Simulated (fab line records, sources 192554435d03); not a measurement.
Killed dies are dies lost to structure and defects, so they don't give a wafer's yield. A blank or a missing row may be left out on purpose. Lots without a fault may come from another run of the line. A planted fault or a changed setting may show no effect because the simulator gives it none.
A struck lot beside a sound one | flow n5_finfet | 16 steps out of a route of 1938
Sound: wafers L331.1, L331.5, L331.6. Struck: wafers L337.3, L337.6. (L337.2 of the same lot was not struck and is left out.) The cause comes at the end.
At each step with rows: each side's tool, then ch and its chambers, then its first start. Under that, the readings that differ: sound wafers | struck wafers | difference of the means | sigmas: that difference in standard deviations of wafers without a fault.
alike: readings whose means differ by less than 2 such deviations, and words and numbers that are the same on both sides. not compared: withheld readings, readings that some wafer has no value for, bounds like >300 that may hide the same value, and numbers for which the record gives no deviation and whose values overlap.
The two part at a step that has a row with sigmas, a row that says differs or no value, or rows on one side only. Numbers that don't overlap but have no deviation are shown without sigmas and don't part them. A reading that every wafer of one side lacks parts them only if that side has two wafers or more.

N5_BEOL_M0_SAQP_PECVD_96: deposits a-Si from SiH4/He, target thk 45 nm, time 45.2 s.
  sound on pecvd-04 ch 0,1,2, day 5 23:26; struck on pecvd-01 ch 1,2, day 7 10:17
  alike: heater_power_outer_w, heater_power_w, showerhead_plenum_p_Torr, susceptor_temp_C, throttle_valve_pct
N5_BEOL_M0_SAQP_PECVD_97: deposits SiNx from SiH4/NH3/N2, target thk 23 nm, time 19.9 s.
  sound on pecvd-04 ch 0,1,2, day 5 23:29; struck on pecvd-01 ch 1,2, day 7 10:20
  alike: heater_power_outer_w, heater_power_w, showerhead_plenum_p_Torr, susceptor_temp_C, throttle_valve_pct
N5_BEOL_M0_SAQP_PECVD_04: deposits a-Si from SiH4/He, target thk 60 nm, time 60.2 s.
  sound on pecvd-04 ch 0,1,2, day 5 23:32; struck on pecvd-01 ch 1,2, day 7 10:22
  alike: heater_power_outer_w, heater_power_w, showerhead_plenum_p_Torr, susceptor_temp_C, throttle_valve_pct
N5_BEOL_M0_SAQP_THK_MEAS_05:
  sound on film_metro-02, day 5 23:38; struck on film_metro-02, day 7 10:28
  alike: thk_nm
N5_BEOL_M0_SAQP_HM_DEP_111: deposits SiO2 from SiH4/N2O, target thk 12 nm, time 7.2 s.
  sound on pecvd-04 ch 1,2, day 5 23:40; struck on pecvd-02 ch 0, day 7 10:31
  alike: heater_power_outer_w, heater_power_w, showerhead_plenum_p_Torr, susceptor_temp_C
then, 7 steps without rows for these wafers: N5_BEOL_M0_SAQP_COAT_81 (time 60 s, resist thk 100 nm); N5_BEOL_M0_SAQP_COAT_82 (time 60 s, resist thk 30 nm); N5_BEOL_M0_SAQP_COAT_08 (resist thk 90 nm); N5_BEOL_M0_SAQP_EBR_10; N5_BEOL_M0_SAQP_SOFTBAKE_09 (time 60 s); N5_BEOL_M0_SAQP_EXPOSE_11 (exposes mask M0 CORE, target cd 42 nm); N5_BEOL_M0_SAQP_PEB_12 (peb time 60 s).
N5_BEOL_M0_SAQP_DEVELOP_13: develop time 30 s.
  sound on litho_track-01 ch 0, day 5 23:55; struck on litho_track-01 ch 0, day 7 10:47
  alike: chill_plate_temp_C, resist_line_temp_C
N5_BEOL_M0_SAQP_CD_MEAS_14: target cd 42.5 nm.
  sound on cd_sem-03 ch 0, day 5 23:59; struck on cd_sem-02 ch 0, day 7 10:51
  reading    | sound          | struck    | difference | sigmas
  cd_nm (nm) | 42.7 42.3 41.9 | 41.0 41.8 | -0.9       | -3
N5_BEOL_M0_SAQP_OVL_MEAS_15:
  sound on overlay-01 ch 0, day 6 00:01; struck on overlay-02 ch 0, day 7 10:53
  alike: M0_CORE_OVL
-- the record jumps here: 2 days lie between the struck wafers' starts before and after (it left off in module BEOL_M0_SAQP and takes up again in module BEOL_M4, whose first step shown is number 1111 of the route) --
N5_BEOL_M4_RC_MEAS_101:
  sound on prober-01 ch 0, day 8 10:17; struck on prober-01 ch 0, day 9 11:16
  alike: DIBL_N, DIBL_P, IOFF_N, IOFF_P, ION_N, ION_P, SS_N, SS_P, VT_N, VT_P

WHERE THEY PART
Only at N5_BEOL_M0_SAQP_CD_MEAS_14, within this record. Later steps at which nothing parts them and some readings are alike: N5_BEOL_M0_SAQP_OVL_MEAS_15, N5_BEOL_M4_RC_MEAS_101.

WHY: what the simulator had put in
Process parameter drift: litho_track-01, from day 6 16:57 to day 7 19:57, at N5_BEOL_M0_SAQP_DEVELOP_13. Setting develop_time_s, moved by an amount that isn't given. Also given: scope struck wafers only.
